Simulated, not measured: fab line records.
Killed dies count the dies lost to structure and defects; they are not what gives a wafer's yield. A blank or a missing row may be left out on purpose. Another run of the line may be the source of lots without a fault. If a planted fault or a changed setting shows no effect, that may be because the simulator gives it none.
fab line records + flow n5Finfet
[record]
- lots = 12
- wafers = 32
- lastDay = 17
route steps=1938 shown BEOL_M1@812 BEOL_M4@1111 PASSIVATION@1936
lots that met no fault: from a run of the same line without faults
startH: start of the lot's first displayed wafer, in hours after the record's first day + waitH: hours elapsed since this lot's preceding step + " as in the row above + L1.1+2: several wafers, shown together as one row + - no value present, or no start provided + * or withheld: withheld + < > ~ a bound
route shown NAME@n: NAME is a module with steps in the file, n the number in the route of the first one + usual: mean/standard deviation of fault-free wafers + same: alike in all rows + chamber/n: place in a boat + sites: the reading at each site + _std_site: how widely they spread, as a standard deviation + _edge_site: mean of outer sites minus mean of inner sites + radiusMm: how far each site lies from the wafer's centre + mask NAME#n: copy n + behind: the last tool/chamber to shape the wafer + hold: cause of the lot's hold/its duration in hours/its outcome + device: transistor that didn't switch, given as n, p or np + end of line: at the end of the route, the tests of the same wafers + for a step that has no rows: nothing shown but its recipe + killed: dies that structure and defects cost at the first sort, which is not the same as the wafer's yield + map: per-die view of a wafer (x killed, . not killed, _ where there is no die)
set.NAME: the setting the step ran with; set.NAME@STEP: the setting that earlier step ran with + model.NAME: the simulator's own value behind a step, which no gauge read
the route's steps for a sample of lots (tables are steps, rows are wafers)
services: the hour from which a tool's chamber was out of use, counted from the record's first day as startH (under 0 if before that day), plus the number of hours and why
[[steps]]
[step N5_BEOL_M1_SURFACE_TREAT_85]
[recipe]
- gas = Ar
- timeS = *
- ionEnergyEv = *
- ionCurrentMaCm2 = 0.5
- pressureMtorr = *
- arFlowSccm = 30
[usual]
- throttleValvePct = *
| lot.wafer | tool          | chamber | startH | waitH | throttleValvePct |
|-----------|---------------|---------|--------|-------|------------------|
| L239.1    | pvdSputter-02 | -       | 127.50 | 0.2   | *                |
| L239.2    | "             | -       | "      | "     | *                |
| L241.1    | pvdSputter-02 | -       | 139.47 | 0.2   | *                |
| L241.3    | "             | -       | "      | "     | *                |
| L242.2    | pvdSputter-01 | -       | 146.35 | 0.5   | *                |
| L242.3    | "             | -       | "      | "     | *                |
| L242.6    | "             | -       | "      | "     | *                |
| L243.1    | pvdSputter-03 | -       | 153.00 | 0.2   | *                |
| L243.2    | "             | -       | "      | "     | *                |
| L243.5    | "             | -       | "      | "     | *                |
| L244.1    | pvdSputter-03 | -       | 153.26 | 0.1   | *                |
| L244.5    | "             | -       | "      | "     | *                |
| L244.6    | "             | -       | "      | "     | *                |
| L252.1    | pvdSputter-02 | -       | 209.23 | 0.2   | *                |
| L252.3    | "             | -       | "      | "     | *                |
| L252.6    | "             | -       | "      | "     | *                |
| L253.1    | pvdSputter-01 | -       | 214.93 | 0.1   | *                |
| L253.5    | "             | -       | "      | "     | *                |
| L253.6    | "             | -       | "      | "     | *                |
| L254.3    | pvdSputter-02 | -       | 226.20 | 0.2   | *                |
| L254.4    | "             | -       | "      | "     | *                |
| L254.5    | "             | -       | "      | "     | *                |
| L255.2    | pvdSputter-02 | -       | 227.46 | 0.2   | *                |
| L255.5    | "             | -       | "      | "     | *                |
| L255.6    | "             | -       | "      | "     | *                |
| L260.4    | pvdSputter-01 | -       | 259.56 | 0.1   | *                |
| L260.6    | "             | -       | "      | "     | *                |
| L261.3    | pvdSputter-03 | -       | 262.39 | 0.1   | *                |
| L261.6    | "             | -       | "      | "     | *                |
| L262.1    | pvdSputter-01 | -       | 262.68 | 0.1   | *                |
| L262.3    | "             | -       | "      | "     | *                |
| L262.4    | "             | -       | "      | "     | *                |
[step N5_BEOL_M1_SPUTTER_79]
[recipe]
- material = Cu
- targetThkA = 45
- tempC = -20
- chamberPressurePa = 0.07
- powerW = withheld
- timeS = 8.29
[usual]
- throttleValvePct = 30.2/0.9
| lot.wafer | tool          | chamber | startH | waitH | throttleValvePct |
|-----------|---------------|---------|--------|-------|------------------|
| L239.1    | pvdSputter-03 | -       | 128.33 | 0.1   | 30.4             |
| L239.2    | "             | -       | "      | "     | 30.0             |
| L241.1    | pvdSputter-02 | -       | 141.57 | 0.1   | 29.5             |
| L241.3    | "             | -       | "      | "     | 29.4             |
| L242.2    | pvdSputter-03 | -       | 147.90 | 0.1   | 29.3             |
| L242.3    | "             | -       | "      | "     | 30.0             |
| L242.6    | "             | -       | "      | "     | 31.6             |
| L243.1    | pvdSputter-01 | -       | 153.44 | 0.1   | 31.8             |
| L243.2    | "             | -       | "      | "     | 30.6             |
| L243.5    | "             | -       | "      | "     | 29.6             |
| L244.1    | pvdSputter-03 | -       | 153.94 | 0.1   | 30.4             |
| L244.5    | "             | -       | "      | "     | 30.4             |
| L244.6    | "             | -       | "      | "     | 31.6             |
| L252.1    | pvdSputter-02 | -       | 209.67 | 0.1   | 29.0             |
| L252.3    | "             | -       | "      | "     | 29.6             |
| L252.6    | "             | -       | "      | "     | 29.2             |
| L253.1    | pvdSputter-03 | -       | 215.46 | 0.1   | 30.0             |
| L253.5    | "             | -       | "      | "     | 30.2             |
| L253.6    | "             | -       | "      | "     | 29.2             |
| L254.3    | pvdSputter-03 | -       | 226.77 | 0.1   | 29.3             |
| L254.4    | "             | -       | "      | "     | 29.9             |
| L254.5    | "             | -       | "      | "     | 30.2             |
| L255.2    | pvdSputter-02 | -       | 227.93 | 0.1   | 30.4             |
| L255.5    | "             | -       | "      | "     | 29.4             |
| L255.6    | "             | -       | "      | "     | 30.3             |
| L260.4    | pvdSputter-03 | -       | 260.07 | 0.1   | 30.1             |
| L260.6    | "             | -       | "      | "     | 29.3             |
| L261.3    | pvdSputter-03 | -       | 263.01 | 0.1   | 30.0             |
| L261.6    | "             | -       | "      | "     | 29.6             |
| L262.1    | pvdSputter-02 | -       | 264.57 | 0.1   | 29.6             |
| L262.3    | "             | -       | "      | "     | 29.2             |
| L262.4    | "             | -       | "      | "     | 30.5             |
[step N5_BEOL_M1_ANNEAL_87]
[recipe]
- tempC = 400
- timeS = 240
- ambient = vacuum
[usual]
- heaterPowerW = 826/83
- susceptorTempC = 400.03/0.23
- susceptor_temp_C_max = 401.0/0.36
| lot.wafer | tool          | chamber | startH | waitH | heaterPowerW | susceptorTempC | susceptor_temp_C_max |
|-----------|---------------|---------|--------|-------|--------------|----------------|----------------------|
| L239.1    | pvdSputter-03 | -       | 129.37 | 0.1   | 858          | 400.26         | 401.4                |
| L239.2    | "             | -       | "      | "     | 795          | 399.64         | 401.4                |
| L241.1    | pvdSputter-02 | -       | 142.09 | 0.0   | 824          | 399.97         | 400.9                |
| L241.3    | "             | -       | "      | "     | 701          | 400.07         | 400.5                |
| L242.2    | pvdSputter-03 | -       | 148.42 | 0.0   | 876          | 400.04         | 400.8                |
| L242.3    | "             | -       | "      | "     | 799          | 400.10         | 401.5                |
| L242.6    | "             | -       | "      | "     | 953          | 399.72         | 400.4                |
| L243.1    | pvdSputter-01 | -       | 153.96 | 0.0   | 903          | 399.62         | 401.0                |
| L243.2    | "             | -       | "      | "     | 791          | 399.74         | 400.5                |
| L243.5    | "             | -       | "      | "     | 989          | 400.17         | 401.1                |
| L244.1    | pvdSputter-03 | -       | 154.46 | 0.0   | 805          | 399.86         | 401.1                |
| L244.5    | "             | -       | "      | "     | 865          | 399.93         | 401.3                |
| L244.6    | "             | -       | "      | "     | 931          | 400.43         | 401.0                |
| L252.1    | pvdSputter-02 | -       | 210.19 | 0.0   | 844          | 400.25         | 401.4                |
| L252.3    | "             | -       | "      | "     | 701          | 399.98         | 400.5                |
| L252.6    | "             | -       | "      | "     | 839          | 399.91         | 401.0                |
| L253.1    | pvdSputter-03 | -       | 215.98 | 0.0   | -            | -              | -                    |
| L253.5    | "             | -       | "      | "     | -            | -              | -                    |
| L253.6    | "             | -       | "      | "     | -            | -              | -                    |
| L254.3    | pvdSputter-03 | -       | 227.29 | 0.0   | -            | -              | -                    |
| L254.4    | "             | -       | "      | "     | -            | -              | -                    |
| L254.5    | "             | -       | "      | "     | -            | -              | -                    |
| L255.2    | pvdSputter-02 | -       | 228.45 | 0.0   | -            | -              | -                    |
| L255.5    | "             | -       | "      | "     | -            | -              | -                    |
| L255.6    | "             | -       | "      | "     | -            | -              | -                    |
| L260.4    | pvdSputter-03 | -       | 260.59 | 0.0   | 808          | 400.44         | 401.5                |
| L260.6    | "             | -       | "      | "     | 871          | 399.96         | 400.9                |
| L261.3    | pvdSputter-03 | -       | 263.53 | 0.0   | 850          | 399.93         | 401.1                |
| L261.6    | "             | -       | "      | "     | 862          | 400.15         | 400.8                |
| L262.1    | pvdSputter-02 | -       | 265.09 | 0.0   | 705          | 399.67         | 400.2                |
| L262.3    | "             | -       | "      | "     | 856          | 399.84         | 401.2                |
| L262.4    | "             | -       | "      | "     | 765          | 399.67         | 400.6                |
[step N5_BEOL_M1_SPUTTER_90]
[recipe]
- material = Cu
- targetThkA = 45
- tempC = -20
- chamberPressurePa = 0.07
- powerW = withheld
- timeS = 8.29
[usual]
- throttleValvePct = 30.2/0.92
| lot.wafer | tool          | chamber | startH | waitH | throttleValvePct |
|-----------|---------------|---------|--------|-------|------------------|
| L239.1    | pvdSputter-03 | -       | 130.09 | 0.1   | 30.2             |
| L239.2    | "             | -       | "      | "     | 30.2             |
| L241.1    | pvdSputter-02 | -       | 142.45 | 0.1   | 28.8             |
| L241.3    | "             | -       | "      | "     | 29.6             |
| L242.2    | pvdSputter-03 | -       | 148.78 | 0.1   | 29.4             |
| L242.3    | "             | -       | "      | "     | 30.3             |
| L242.6    | "             | -       | "      | "     | 31.7             |
| L243.1    | pvdSputter-01 | -       | 154.32 | 0.1   | 31.5             |
| L243.2    | "             | -       | "      | "     | 30.5             |
| L243.5    | "             | -       | "      | "     | 29.4             |
| L244.1    | pvdSputter-03 | -       | 154.82 | 0.1   | 30.2             |
| L244.5    | "             | -       | "      | "     | 30.0             |
| L244.6    | "             | -       | "      | "     | 31.6             |
| L252.1    | pvdSputter-02 | -       | 210.55 | 0.1   | 28.9             |
| L252.3    | "             | -       | "      | "     | 29.6             |
| L252.6    | "             | -       | "      | "     | 29.1             |
| L253.1    | pvdSputter-03 | -       | 216.34 | 0.1   | 30.1             |
| L253.5    | "             | -       | "      | "     | 30.2             |
| L253.6    | "             | -       | "      | "     | 29.3             |
| L254.3    | pvdSputter-03 | -       | 227.65 | 0.1   | 29.4             |
| L254.4    | "             | -       | "      | "     | 29.9             |
| L254.5    | "             | -       | "      | "     | 30.2             |
| L255.2    | pvdSputter-02 | -       | 228.81 | 0.1   | 30.1             |
| L255.5    | "             | -       | "      | "     | 29.8             |
| L255.6    | "             | -       | "      | "     | 30.1             |
| L260.4    | pvdSputter-03 | -       | 260.95 | 0.1   | 29.9             |
| L260.6    | "             | -       | "      | "     | 29.5             |
| L261.3    | pvdSputter-03 | -       | 263.89 | 0.1   | 30.0             |
| L261.6    | "             | -       | "      | "     | 29.4             |
| L262.1    | pvdSputter-02 | -       | 265.45 | 0.1   | 29.5             |
| L262.3    | "             | -       | "      | "     | 29.0             |
| L262.4    | "             | -       | "      | "     | 30.1             |
[step N5_BEOL_M4_RC_MEAS_101]
[usual]
- DIBL_N = 36.3/1.6
- DIBL_P = 36.2/2
- IOFF_N = 0.160/0.028
- IOFF_P = 0.21/0.036
- ION_N = 677/11
- ION_P = 465/6.9
- SS_N = 71.5/0.55
- SS_P = 73.3/0.64
- VT_N = 250/3
- VT_P = -250/3.5
| lot.wafer | tool      | chamber | startH | waitH | DIBL_N[mV/V] | DIBL_P[mV/V] | IOFF_N[nA/um] | IOFF_P[nA/um] | ION_N[uA/um] | ION_P[uA/um] | SS_N[mV/dec] | SS_P[mV/dec] | VT_N[mV] | VT_P[mV] |
|-----------|-----------|---------|--------|-------|--------------|--------------|---------------|---------------|--------------|--------------|--------------|--------------|----------|----------|
| L239.1    | prober-01 | 0       | 164.88 | 0.0   | 40.7         | 40.5         | 0.246         | 0.30          | 688          | 472          | 71.9         | 73.7         | 243      | -246     |
| L239.2    | "         | 0       | "      | "     | 39.1         | 38.7         | 0.186         | 0.25          | 671          | 466          | 72.2         | 74.2         | 247      | -248     |
| L241.1    | prober-01 | 0       | 172.22 | 0.0   | 32.7         | 32.0         | 0.112         | 0.15          | 668          | 454          | 70.4         | 72.0         | 253      | -257     |
| L241.3    | "         | 0       | "      | "     | 35.3         | 35.6         | 0.149         | 0.19          | 671          | 462          | 71.5         | 72.9         | 249      | -253     |
| L242.2    | prober-01 | 0       | 193.52 | 0.2   | 37.0         | 35.5         | 0.146         | 0.23          | 678          | 464          | 71.7         | 72.9         | 249      | -247     |
| L242.3    | "         | 0       | "      | "     | 38.2         | 37.4         | 0.175         | 0.26          | 678          | 474          | 71.3         | 73.4         | 247      | -245     |
| L242.6    | "         | 0       | "      | "     | 39.1         | 37.2         | 0.185         | 0.27          | 683          | 467          | 72.3         | 73.3         | 247      | -243     |
| L243.1    | prober-01 | 0       | 200.16 | 0.0   | 33.3         | 33.7         | 0.114         | 0.15          | 660          | 456          | 70.6         | 72.6         | 256      | -255     |
| L243.2    | "         | 0       | "      | "     | 34.5         | 34.8         | 0.136         | 0.17          | 679          | 470          | 70.5         | 72.8         | 255      | -252     |
| L243.5    | "         | 0       | "      | "     | 34.5         | 33.9         | 0.139         | 0.16          | 669          | 457          | 71.2         | 73.1         | 252      | -254     |
| L244.1    | prober-02 | 0       | 202.72 | 0.0   | 37.8         | 37.0         | 0.155         | 0.22          | 679          | 473          | 71.5         | 73.6         | 251      | -249     |
| L244.5    | "         | 0       | "      | "     | 38.3         | 36.7         | 0.152         | 0.22          | 662          | 469          | 71.8         | 73.4         | 253      | -248     |
| L244.6    | "         | 0       | "      | "     | 40.5         | 40.7         | 0.222         | 0.30          | 699          | 477          | 72.4         | 74.5         | 246      | -244     |
| L252.1    | prober-01 | 0       | 242.18 | 0.0   | 37.0         | 36.9         | 0.165         | 0.19          | 680          | 460          | 72.2         | 73.3         | 249      | -254     |
| L252.3    | "         | 0       | "      | "     | 36.2         | 37.5         | 0.169         | 0.20          | 685          | 469          | 71.6         | 73.2         | 251      | -252     |
| L252.6    | "         | 0       | "      | "     | 37.1         | 37.5         | 0.171         | 0.20          | 691          | 471          | 72.1         | 74.1         | 249      | -256     |
| L253.1    | prober-01 | 0       | 245.65 | 0.0   | 37.1         | 37.1         | 0.172         | 0.22          | 685          | 467          | 71.9         | 73.7         | 251      | -254     |
| L253.5    | "         | 0       | "      | "     | 36.4         | 36.7         | 0.171         | 0.21          | 678          | 462          | 72.1         | 73.8         | 249      | -251     |
| L253.6    | "         | 0       | "      | "     | 37.3         | 37.1         | 0.188         | 0.21          | 676          | 463          | 71.7         | 73.6         | 249      | -252     |
| L254.3    | prober-01 | 0       | 275.85 | 0.3   | 39.2         | 41.0         | 0.242         | 0.30          | 688          | 471          | 72.4         | 74.4         | 243      | -245     |
| L254.4    | "         | 0       | "      | "     | 36.6         | 37.4         | 0.177         | 0.23          | 682          | 470          | 72.3         | 73.9         | 247      | -248     |
| L254.5    | "         | 0       | "      | "     | 36.7         | 37.9         | 0.181         | 0.24          | 679          | 469          | 72.8         | 73.5         | 247      | -246     |
| L255.2    | prober-01 | 0       | 277.53 | 0.2   | 35.6         | 35.3         | 0.145         | 0.19          | 679          | 464          | 71.6         | 72.9         | 250      | -253     |
| L255.5    | "         | 0       | "      | "     | 36.2         | 35.9         | 0.151         | 0.20          | 674          | 459          | 71.7         | 73.0         | 250      | -252     |
| L255.6    | "         | 0       | "      | "     | 33.8         | 34.1         | 0.119         | 0.16          | 669          | 461          | 70.7         | 71.9         | 253      | -253     |
| L260.4    | prober-02 | 0       | 300.57 | 0.5   | 34.3         | 34.8         | 0.135         | 0.20          | 665          | 463          | 71.1         | 73.0         | 251      | -249     |
| L260.6    | "         | 0       | "      | "     | 34.5         | 34.4         | 0.128         | 0.18          | 665          | 462          | 70.9         | 73.1         | 253      | -252     |
| L261.3    | prober-01 | 0       | 306.05 | 0.3   | 36.7         | 35.4         | 0.172         | 0.21          | 682          | 463          | 71.5         | 73.3         | 247      | -250     |
| L261.6    | "         | 0       | "      | "     | 35.5         | 34.4         | 0.151         | 0.20          | 684          | 465          | 71.0         | 73.7         | 246      | -248     |
| L262.1    | prober-02 | 0       | 309.49 | 0.0   | 36.5         | 36.4         | 0.155         | 0.19          | 671          | 453          | 72.0         | 73.5         | 250      | -254     |
| L262.3    | "         | 0       | "      | "     | 35.6         | 35.2         | 0.144         | 0.16          | 678          | 456          | 71.4         | 73.4         | 251      | -257     |
| L262.4    | "         | 0       | "      | "     | 36.0         | 35.8         | 0.139         | 0.17          | 670          | 452          | 71.6         | 73.5         | 249      | -253     |
[step N5_PASSIVATION_PROBE_49]
[usual]
- defectLimitedYield = 91.2/1.5
- killed_at_M0_to_M3 = 36/10
- killed_at_M4_up = 13/6
- killedAtContacts = 11/5.2
- killedAtFrontEnd = 40/11
- killedAtOther = 3.1/2.9
- killedDies = 104/17
- killedOpen = 66/12
- killedShort = 34/7.7
- sort_bin_5_function = 5.1/0.91
- sort_bin_6_memory = 3.2/0.67
- sortNPass = 1076/17
- sortYieldPct = 91.2/1.5
[same]
- grossDies = 1180
- killedAtBackSide = 0
- sort_bin_4_leakage[%] = 0
- sort_bin_8_speed[%] = 0
| lot.wafer | tool      | chamber | startH | waitH | defectLimitedYield[%] | killed_at_M0_to_M3 | killed_at_M4_up | killedAtContacts | killedAtFrontEnd | killedAtOther | killedDies | killedOpen | killedShort | sort_bin_5_function[%] | sort_bin_6_memory[%] | sortNPass | sortYieldPct[%] |
|-----------|-----------|---------|--------|-------|-----------------------|--------------------|-----------------|------------------|------------------|---------------|------------|------------|-------------|------------------------|----------------------|-----------|-----------------|
| L253.1    | prober-02 | -       | 355.48 | 0.0   | 93.5                  | 26                 | 11              | 8                | 32               | 0             | 77         | 53         | 21          | 4.2                    | 1.9                  | 1103      | 93.5            |
| L253.6    | prober-02 | -       | 355.73 | 0.3   | 90.5                  | 37                 | 14              | 15               | 46               | 0             | 112        | 71         | 41          | 5.8                    | 3.6                  | 1068      | 90.5            |
// killed by level:class
L253.1 STARTING-WAFER:geometricParticle:short=8 FIN_SAQP:geometricParticle:open=7 MOL_CONTACT_COAG:geometricParticle:open=7 STI_FIN_REVEAL:geometricParticle:open=5 BEOL_M0_SAQP:geometricParticle:open=5 BEOL_M4:geometricParticle:open=5 BEOL_M2:geometricParticle:open=4 BEOL_M3:geometricParticle:open=4
L253.6 STI_FIN_REVEAL:geometricParticle:open=11 FIN_SAQP:geometricParticle:short=10 MOL_CONTACT_COAG:geometricParticle:open=9 BEOL_M2:geometricParticle:open=8 DUMMY_GATE:geometricParticle:open=7 BEOL_M1:geometricParticle:open=7 BEOL_M0_SAQP:geometricParticle:open=6 MOL_CONTACT_COAG:geometricParticle:short=6
[[services]]
| tool          | chamber | startH | hours | kind   |
|---------------|---------|--------|-------|--------|
| pvdSputter-01 | -       | 107.88 | 1.9   | repair |
| pvdSputter-03 | -       | 117.71 | 8.4   | repair |
| pvdSputter-03 | -       | 169.46 | 17.4  | repair |
[[key]]
[firstSign]
- step = N5_BEOL_M1_ANNEAL_87
- reading = toolRecord
- direction = missing
effect none on later readings
metAt N5_BEOL_M1_ANNEAL_87
struckLots L253,L254,L255
notActingAt N5_BEOL_M1_SURFACE_TREAT_85,N5_BEOL_M1_SPUTTER_79,N5_BEOL_M1_SPUTTER_90
onsetBetween 210.19 215.98
[fault]
- kind = skippedStepWhole
- tool = pvdSputter-02,pvdSputter-03
- chamber = -
- onsetH = 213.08
- steps = N5_BEOL_M1_ANNEAL_87
- scope = struckLotsOnly
